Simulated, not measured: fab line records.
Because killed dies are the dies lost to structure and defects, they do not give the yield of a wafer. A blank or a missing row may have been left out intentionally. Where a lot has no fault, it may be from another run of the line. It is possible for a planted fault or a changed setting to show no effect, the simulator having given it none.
fab line records	flow nand-harc
record: lots: 6	wafers: 18	last-day: 24
route steps=1159 shown A_BONDPAD@1064 END@1159
lots with no fault: from the same line, run without faults
start-h: start of the lot's first displayed wafer, in hours after the record's first day	wait-h: hours from the lot's prior step to this one	" unchanged from the row above	L1.1+2: a single row standing in for several wafers	- no value present, or no start provided	* or withheld: withheld	< > ~ a bound
route shown NAME@n: a module of which the file shows steps, and the number in the route of the first	usual: mean/standard deviation taken from wafers without a fault	same: alike in all rows	chamber/n: place in a boat	sites: the reading at each site	_std_site: standard deviation of those values	_edge_site: outer sites' mean less inner sites'	radius-mm: for every site, how far away it sits from the centre of the wafer	mask NAME#n: copy n	behind: the most recent tool/chamber to have shaped the wafer	hold: why the lot went on hold/how many hours it stayed there/how the hold came to an end	device: the n, p or np transistor that did not switch	end of line: the tests these same wafers got at the end of their route	for a step that has no rows: nothing shown but its recipe	killed: count of dies lost to structure and defects at first sort (not the wafer's yield)	map: a wafer's dies, x killed, . not, _ none there
set.NAME: setting as actually run; set.NAME@STEP: the setting as run at that earlier step	model.NAME: the simulator's own value behind a step, which no gauge read
lots at selected steps of the route; one table per step, one row per wafer
services: a tool's chamber out of use, with start hour (start-h, from the record's first day; less than 0 if before it), hours out, and reason
== steps ==
step: NHARC_A_BONDPAD_HMDS_02
recipe: time-s: 30
step: NHARC_A_BONDPAD_COAT_33
recipe: temp-c: 200	time-s: 65
step: NHARC_A_BONDPAD_COAT_03
recipe: spin-rpm: 2000	resist-thk-nm: 600
step: NHARC_A_BONDPAD_SOFTBAKE_04
recipe: temp-c: 125	time-s: 70
step: NHARC_A_BONDPAD_EBR_05
step: NHARC_A_BONDPAD_EXPOSE_06
recipe: na: 0.55	dose-mj: 36.99	mask-id: A_BPAD
step: NHARC_A_BONDPAD_PEB_07
recipe: peb-temp-c: 128	peb-time-s: 80
step: NHARC_A_BONDPAD_DEVELOP_08
recipe: time-s: 50	dev-temp-c: 22
step: NHARC_A_BONDPAD_CD_MEAS_09
recipe: target-cd-nm: 500	landing-energy-ev: 500
usual: cd-nm: 499.6/1.6
lot.wafer	tool	chamber	start-h	wait-h	cd-nm
L372.1	cd-sem-01	0	413.66	-	496.9
L372.3	"	0	"	"	497.1
L372.4	"	0	"	"	495.3
L370.3	cd-sem-03	0	419.11	-	498.2
L370.4	"	0	"	"	499.4
L370.6	"	0	"	"	499.4
L375.2	cd-sem-03	0	455.21	-	500.6
L375.4	"	0	"	"	500.2
L375.5	"	0	"	"	498.7
L376.1	cd-sem-03	0	456.41	-	499.7
L376.2	"	0	"	"	499.5
L376.5	"	0	"	"	498.0
L391.4	cd-sem-03	0	524.53	-	501.5
L391.5	"	0	"	"	503.2
L391.6	"	0	"	"	501.1
L390.2	cd-sem-03	0	535.32	-	498.4
L390.3	"	0	"	"	500.6
L390.6	"	0	"	"	499.1
step: NHARC_A_BONDPAD_OVL_MEAS_35
usual: overlay-x-nm: -1/6.3	overlay-y-nm: 1/7
lot.wafer	tool	chamber	start-h	wait-h	overlay-x-nm	overlay-y-nm
L372.1	overlay-02	-	413.74	-	-2	-3
L372.3	"	-	"	"	-3	-3
L372.4	"	-	"	"	-2	-3
L370.3	overlay-01	-	419.20	-	7	2
L370.4	"	-	"	"	7	3
L370.6	"	-	"	"	7	3
L375.2	overlay-02	-	455.30	-	-3	2
L375.4	"	-	"	"	-2	2
L375.5	"	-	"	"	-3	2
L376.1	overlay-02	-	456.49	-	-11	6
L376.2	"	-	"	"	-11	6
L376.5	"	-	"	"	-11	7
L391.4	overlay-02	-	524.61	-	5	11
L391.5	"	-	"	"	5	11
L391.6	"	-	"	"	5	11
L390.2	overlay-02	-	535.41	-	-4	14
L390.3	"	-	"	"	-4	14
L390.6	"	-	"	"	-4	14
step: NHARC_A_BONDPAD_HARDBAKE_10
recipe: temp-c: 118	time-s: 65
step: NHARC_A_BONDPAD_DESCUM_11
recipe: time-s: 3	o2-flow-sccm: 200	ar-flow-sccm: 0	bias-power-w: 0	chemistry: O2
usual: drypump-motor-current-A: 5.63/0.18	o2-flow-sccm: 200.1/0.57	oes-product-au: 1.000/0.0073	rf-vpp-V: 57.9/0.88	showerhead-plenum-p-Torr: 1.96/0.072	throttle-valve-pct: 11.312/0.0085
same: bias-power-w: 0
lot.wafer	tool	chamber	start-h	wait-h	drypump-motor-current-A	o2-flow-sccm	oes-product-au	rf-hours-counter-h	rf-vpp-V	showerhead-plenum-p-Torr	throttle-valve-pct
L372.3	rie-diel-03	3	413.88	-	5.49	200.2	0.990	1	58.9	1.92	11.306
L372.4	"	0	"	"	5.48	200.4	0.988	1	56.4	2.01	11.311
L372.1	"	1	"	"	5.46	199.7	0.999	1	58.3	2.01	11.316
L370.4	rie-diel-07	2	419.32	-	5.84	199.7	0.986	0	57.2	1.94	11.299
L370.3	"	3	"	"	5.56	199.7	0.990	0	56.5	1.93	11.325
L370.6	"	2	"	"	5.83	200.0	0.990	-	57.0	1.94	11.312
L375.4	rie-diel-07	1	455.42	-	5.90	199.7	1.010	9	57.2	1.81	11.315
L375.2	"	2	"	"	5.81	200.6	0.989	9	57.3	1.93	11.304
L375.5	"	2	"	"	5.82	201.2	0.992	-	55.5	1.93	11.310
L376.1	rie-diel-07	3	456.63	-	5.54	200.1	0.999	10	61.0	1.93	11.308
L376.2	"	0	"	"	5.82	198.6	0.994	9	56.3	1.82	11.306
L376.5	"	2	"	"	5.86	200.7	0.997	-	57.5	1.93	11.308
L391.4	rie-diel-03	1	524.74	-	5.45	199.7	1.000	5	58.2	2.01	11.308
L391.6	"	1	"	"	5.44	200.3	1.002	-	59.6	2.01	11.307
L391.5	"	2	"	"	5.74	200.1	1.007	-	58.3	2.03	11.312
L390.2	rie-diel-03	1	535.54	-	5.46	199.5	0.999	5	57.3	2.01	11.319
L390.3	"	2	"	"	5.75	198.9	0.988	5	60.4	2.03	11.314
L390.6	"	2	"	"	5.74	200.7	1.000	-	58.5	2.03	11.312
step: NHARC_A_BONDPAD_ETCH_34
recipe: target-depth-a: 600	overetch-a: 180	time-s: 65.91	ion-energy-ev: 200	n2-flow-sccm: 150	h2-flow-sccm: 150	ar-flow-sccm: 0	rf-w: 400	bias-w: 150	chemistry: N2/H2
usual: bias-w: 150.0/0.46	drypump-motor-current-A: 5.63/0.19	oes-product-au: 1.000/0.007	rf-vpp-V: 431.9/2.3	showerhead-plenum-p-Torr: 2.09/0.079	throttle-valve-pct: 14.173/0.0087
lot.wafer	tool	chamber	start-h	wait-h	bias-w	drypump-motor-current-A	oes-product-au	rf-hours-counter-h	rf-vpp-V	showerhead-plenum-p-Torr	throttle-valve-pct
L372.1	rie-diel-03	1	413.95	0.1	150.2	5.40	0.993	1	432.9	2.15	14.174
L372.4	"	2	"	"	149.2	5.74	1.002	1	433.9	2.17	14.173
L372.3	"	3	"	"	150.0	5.50	1.005	1	431.3	2.05	14.162
L370.4	rie-diel-07	2	419.41	0.1	150.4	5.85	0.997	0	433.0	2.06	14.164
L370.3	"	0	"	"	149.5	5.82	1.008	0	428.4	1.94	14.147
L370.6	"	2	"	"	149.8	5.84	0.995	-	431.1	2.06	14.175
L375.4	rie-diel-07	0	455.50	0.1	150.0	5.80	1.013	9	426.9	1.94	14.163
L375.2	"	2	"	"	150.3	5.84	0.860	9	430.6	2.06	14.180
L375.5	"	1	"	"	150.0	5.88	0.997	-	426.1	1.92	14.167
L376.2	rie-diel-07	0	456.72	0.1	149.1	5.89	0.867	9	427.5	1.94	14.168
L376.1	"	3	"	"	149.7	5.56	0.863	10	430.8	2.06	14.162
L376.5	"	2	"	"	149.8	5.84	0.992	-	432.0	2.06	14.167
L391.4	rie-diel-03	1	524.82	0.1	150.3	5.44	0.992	5	434.3	2.15	14.175
L391.5	"	1	"	"	150.8	5.44	1.002	-	432.1	2.15	14.173
L391.6	"	2	"	"	150.8	5.74	1.005	-	435.6	2.17	14.182
L390.2	rie-diel-03	1	535.63	0.1	150.8	5.45	0.998	5	433.5	2.15	14.170
L390.3	"	2	"	"	150.1	5.74	1.007	5	432.8	2.17	14.168
L390.6	"	3	"	"	150.9	5.52	1.004	-	430.7	2.05	14.176
step: NHARC_A_BONDPAD_ETCH_12
recipe: target-depth-a: 2200	time-s: 110	chf3-flow-sccm: 50	o2-flow-sccm: 10	ar-flow-sccm: 200	rf-w: 500	bias-w: 200	chemistry: CHF3/O2
usual: bias-w: 200.0/0.58	drypump-motor-current-A: 5.63/0.17	o2-flow-sccm: 10.00/0.032	oes-product-au: 0.948/0.023	rf-vpp-V: 371.6/2.2	showerhead-plenum-p-Torr: 2.46/0.086	throttle-valve-pct: 20.572/0.0089
lot.wafer	tool	chamber	start-h	wait-h	bias-w	drypump-motor-current-A	o2-flow-sccm	oes-product-au	rf-hours-counter-h	rf-vpp-V	showerhead-plenum-p-Torr	throttle-valve-pct
L372.4	rie-diel-03	1	-	-	200.0	5.44	10.03	0.977	1	373.2	2.52	20.570
L372.1	"	2	"	"	200.2	5.75	10.02	0.973	1	373.2	2.55	20.571
L372.3	"	0	"	"	200.0	5.45	9.98	0.960	1	373.9	2.52	20.582
L370.3	rie-diel-07	3	-	-	199.7	5.57	10.05	0.952	0	370.4	2.43	20.591
L370.4	"	1	"	"	200.3	5.86	10.00	0.970	0	367.5	2.28	20.574
L370.6	"	3	"	"	200.0	5.56	10.00	0.959	-	370.6	2.43	20.571
L375.2	rie-diel-07	2	-	-	199.8	5.83	9.99	0.920	9	371.8	2.42	20.564
L375.4	"	0	"	"	200.3	5.81	9.93	0.929	9	367.9	2.29	20.578
L375.5	"	1	"	"	199.8	5.89	9.99	0.931	-	366.0	2.27	20.579
L376.2	rie-diel-07	3	-	-	200.1	5.57	10.01	0.921	10	370.8	2.42	20.574
L376.1	"	0	"	"	200.8	5.89	9.98	0.931	9	367.3	2.29	20.583
L376.5	"	0	"	"	199.7	5.87	10.02	0.924	-	367.2	2.29	20.574
L391.4	rie-diel-03	3	-	-	199.1	5.50	10.08	0.924	5	370.7	2.41	20.573
L391.6	"	2	"	"	200.3	5.73	9.96	0.928	-	372.9	2.54	20.576
L391.5	"	3	"	"	199.1	5.50	10.01	0.921	-	368.7	2.41	20.568
L390.2	rie-diel-03	3	-	-	200.2	5.50	9.90	0.971	5	371.0	2.41	20.569
L390.3	"	0	"	"	199.3	5.49	9.95	0.973	5	372.6	2.52	20.586
L390.6	"	3	"	"	200.3	5.49	10.01	0.966	-	371.0	2.41	20.573
step: NHARC_END_SORT_01
recipe: temp-c: 25
usual: defect-limited-yield: 95.2/1.6	killed-at-array: 28/11	killed-at-other: 0.8/1.3	killed-at-periphery: 3.6/2.5	killed-dies: 32/11	killed-open: 3.0/1.8	killed-short: 2.0/1.5	sort_bin_2_pct: 1.5/0.66	sort_bin_3_pct: 0.25/0.23	sort_bin_4_pct: 3.0/1.1	sort-n-pass: 645/11	sort-rim-yield-pct: 96.0/2.9	sort-yield-pct: 95.2/1.6
same: gross-dies: 677	sort_bin_5_pct[%]: 0	sort_bin_6_pct[%]: 0	sort_bin_7_pct[%]: 0	sort_bin_8_pct[%]: 0	sort-rim-n-gross: 106.00
lot.wafer	tool	chamber	start-h	wait-h	defect-limited-yield[%]	killed-at-array	killed-at-other	killed-at-periphery	killed-dies	killed-open	killed-short	sort_bin_2_pct[%]	sort_bin_3_pct[%]	sort_bin_4_pct[%]	sort-n-pass	sort-rim-yield-pct[%]	sort-yield-pct[%]
L372.1	prober-02	0	477.26	2.5	94.5	34	0	3	37	2	2	1.0	0.59	3.8	640	99.1	94.5
L372.3	prober-02	0	478.86	3.1	95.6	28	1	1	30	3	2	1.5	0.30	2.7	647	96.2	95.6
L372.4	prober-02	0	479.67	3.4	96.3	24	0	1	25	0	4	1.2	0.30	2.2	652	95.3	96.3
L370.3	prober-01	0	479.00	3.1	96.2	18	0	8	26	8	2	1.0	0.30	2.5	651	90.6	96.2
L370.4	prober-01	0	479.82	3.4	96.5	18	1	5	24	3	3	0.7	0	2.8	653	98.1	96.5
L370.6	prober-01	0	481.44	4.1	97.8	11	1	3	15	1	3	0.6	0.15	1.5	662	98.1	97.8
killed by level:class
L372.1 A_SLIT:chamber-film-flake=14 A_CHANNEL_HOLE_D1:chamber-film-flake=12 A_WL_FILL:chamber-film-flake=3 A_BONDPAD:chamber-film-flake=2 P_CONTACT:geometric-particle:short=1 P_M0:geometric-particle:open=1 A_WL_FILL:geometric-particle:open=1 A_WL_FILL:geometric-particle:short=1
L372.3 A_CHANNEL_HOLE_D1:chamber-film-flake=12 A_SLIT:chamber-film-flake=7 A_BONDPAD:chamber-film-flake=3 A_M0:geometric-particle:open=2 A_WL_FILL:chamber-film-flake=2 P_M0:geometric-particle:short=1 A_CONTACT:geometric-particle:open=1 STARTING-WAFER:geometric-particle:short=1
L370.3 A_CHANNEL_HOLE_D1:chamber-film-flake=9 P_ZERO_WELL:chamber-film-flake=2 A_CONTACT:chamber-film-flake=2 P_GATE:geometric-particle:open=1 P_CONTACT:geometric-particle:open=1 P_M0:geometric-particle:open=1 P_M2:geometric-particle:short=1 A_SOURCE_PLATE:geometric-particle:open=1
L372.4 A_CHANNEL_HOLE_D1:chamber-film-flake=8 A_SLIT:chamber-film-flake=8 A_CONTACT:chamber-film-flake=3 A_WL_FILL:chamber-film-flake=2 P_CONTACT:geometric-particle:short=1 A_SOURCE_PLATE:geometric-particle:short=1 A_SGD_CUT:geometric-particle:short=1 A_M0:geometric-particle:short=1
L370.4 A_CHANNEL_HOLE_D1:chamber-film-flake=10 P_M1:chamber-film-flake=2 A_STAIRCASE:chamber-film-flake=2 P_M1:geometric-particle:open=1 A_CHANNEL_FILL_D1:geometric-particle:short=1 A_WL_FILL:geometric-particle:open=1 A_CONTACT:geometric-particle:short=1 A_CONTACT:geometric-particle:open=1
L370.6 A_CHANNEL_HOLE_D1:chamber-film-flake=4 A_ZERO_WELL:chamber-film-flake=3 A_SOURCE_PLATE:geometric-particle:short=1 A_ONON_D1:geometric-particle:short=1 A_CONTACT:geometric-particle:open=1 THIN_TSV:geometric-particle:short=1 P_ZERO_WELL:chamber-film-flake=1 P_STI:chamber-film-flake=1
== services ==
tool	chamber	start-h	hours	kind
rie-diel-03	-	392.30	9.0	pm
rie-diel-03	0	392.30	9.0	vent-cycle
rie-diel-03	1	392.30	9.0	vent-cycle
rie-diel-03	2	392.30	9.0	vent-cycle
rie-diel-03	3	392.30	9.0	vent-cycle
rie-diel-03	0	401.30	-	clean
rie-diel-03	1	401.30	-	clean
rie-diel-03	2	401.30	-	clean
rie-diel-03	3	401.30	-	clean
rie-diel-07	-	405.20	9.0	pm
rie-diel-07	0	405.20	9.0	vent-cycle
rie-diel-07	1	405.20	9.0	vent-cycle
rie-diel-07	2	405.20	9.0	vent-cycle
rie-diel-07	3	405.20	9.0	vent-cycle
rie-diel-07	0	414.20	-	clean
rie-diel-07	1	414.20	-	clean
rie-diel-07	2	414.20	-	clean
rie-diel-07	3	414.20	-	clean
rie-diel-03	0	425.80	-	clean
rie-diel-03	1	425.80	-	clean
rie-diel-03	2	425.80	-	clean
rie-diel-03	3	425.80	-	clean
rie-diel-07	1	456.38	4.5	repair
rie-diel-03	-	523.65	0.4	repair
== key ==
first-sign: step: NHARC_A_BONDPAD_ETCH_34	reading: oes-product-au	direction: down	sigmas: 20	usual: 1.000	struck: 0.863
effect none on later readings
met-at NHARC_A_BONDPAD_ETCH_34
struck-wafers L375.2,L376.1,L376.2
onset-between 419.41 455.50
fault: kind: process-parameter-drift	tool: rie-diel-07	chamber: -	onset-h: 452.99	steps: NHARC_A_BONDPAD_ETCH_34	channel: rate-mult	offset: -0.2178	shape: step	end-h: 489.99	scope: struck-wafers-only
